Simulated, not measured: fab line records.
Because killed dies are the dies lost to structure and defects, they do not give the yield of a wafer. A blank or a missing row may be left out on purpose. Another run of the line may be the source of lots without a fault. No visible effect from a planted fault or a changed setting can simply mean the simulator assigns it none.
A lot that was struck, set against a sound lot || flow n5 finfet || 15 out of 1938 route steps
Sound: wafers L393.2, L393.3, L393.5. Wafers struck: L388.1, L388.2, L388.3. The cause comes at the end.
For every step that has rows: the tool of each side, followed by ch and its chambers, followed by its first start. Under that, the readings that differ: sound wafers || struck wafers || difference of the means || sigmas: that difference in standard deviations of wafers without a fault.
alike: same words and numbers on both sides, and readings whose means sit less than 2 such deviations apart. not compared: any withheld reading, any reading some wafer has no value for, any bound like >300 that may hide the same value, and any number with overlapping values for which the record gives no deviation.
The two part at a step that has a row with sigmas, a row that says differs or no value, or rows on one side only. When numbers do not overlap yet have no deviation, they are printed without sigmas and do not part them. A reading missing from all wafers of one side parts the sides only when that side holds two or more wafers.

first, 6 steps without rows for these wafers: N5_PASSIVATION_EBR_26; N5_PASSIVATION_SOFTBAKE_25 (time 90 s); N5_PASSIVATION_EXPOSE_27 (exposes mask PAD, defocus 0 nm); N5_PASSIVATION_PEB_28; N5_PASSIVATION_DEVELOP_29 (develop time 60 s); N5_PASSIVATION_HARDBAKE_31 (time 120 s).
N5_PASSIVATION_CD_MEAS_30: the cd target is 4000 nm.
  sound on cd sem-01 ch 0, day 17 15:31; struck on cd sem-01 ch 0, day 16 23:46
  alike: cd nm
N5_PASSIVATION_OVL_MEAS_63:
  sound on overlay-01 ch 0, day 17 15:32; struck on overlay-01 ch 0, day 16 23:47
  alike: PAD_OVL
N5_PASSIVATION_INSPECT_64: inspects for defects (macro).
  sound on defect inspect-01 at day 17 15:34; struck on defect inspect-01 at day 16 23:49
  alike: raw defect count
N5_PASSIVATION_DESCUM_32: chemistry O2, time 7.9 s.
  sound on rie diel-02 ch 0,2,3, day 17 15:35; struck on rie diel-06 ch 1,2,3, day 16 23:51
  alike: drypump motor current A, oes product au, rf fwd power W, rf vpp V, showerhead plenum p Torr, throttle valve pct
  not compared: rf hours counter h
N5_PASSIVATION_AL_ETCH_33: etches Al in Cl2/BCl3, stops on TaN, target depth 2800 nm, time 466.7 s.
  sound on rie metal-01 ch 0,1, day 17 15:41; struck on rie metal-02 ch 0,1, day 16 23:56
{"reading": "throttle valve pct (%)", "sound": "34.09 34.07 34.10", "struck": "34.44 34.45 34.44", "difference": "+0.36", "sigmas": "+2"}
  alike: drypump motor current A, oes product au, rf fwd power W
  not compared: rf hours counter h
N5_PASSIVATION_ETCH_59: etches TaN in Cl2/BCl3, target depth 65 nm, time 34.9 s.
  sound on rie metal-01 ch 0,1, day 17 16:05; struck on rie metal-02 ch 0,1, day 17 00:20
{"reading": "throttle valve pct (%)", "sound": "20.89 20.98 20.87", "struck": "21.19 21.31 21.21", "difference": "+0.32", "sigmas": "+2"}
  alike: drypump motor current A, oes product au, rf fwd power W
  not compared: rf hours counter h
N5_PASSIVATION_STRIP_34: strips in O2.
  sound on rie diel-06 ch 1,2, day 17 16:12; struck on rie diel-05 ch 1,2,3, day 17 00:28
  no value came back on the struck wafers for any of 7 readings (bias power w (W), chamber pressure mTorr (mTorr) and others); on the sound wafers bias power w (W) reads 0 0 0
  not compared: rf hours counter h
then, 1 step without rows for these wafers: N5_PASSIVATION_STRIP_51 (strips in post etch residue remover, time 1200 s).
N5_PASSIVATION_PROBE_49:
  sound on prober-01 at day 17 20:33; struck on prober-02 at day 17 04:38
  alike: defect limited yield, killed_at_M0_to_M3, killed_at_M4_up, killed at contacts, killed at front end, killed at other, killed dies, killed on rim, killed open, killed short, sort_bin_5_function, sort_bin_6_memory, sort n pass, sort yield pct

== WHERE THEY PART ==
At N5_PASSIVATION_AL_ETCH_33 first; at N5_PASSIVATION_STRIP_34 last (within this record only). Later steps at which nothing parts them and some readings are alike: N5_PASSIVATION_PROBE_49.

WHY: whatever the simulator had introduced
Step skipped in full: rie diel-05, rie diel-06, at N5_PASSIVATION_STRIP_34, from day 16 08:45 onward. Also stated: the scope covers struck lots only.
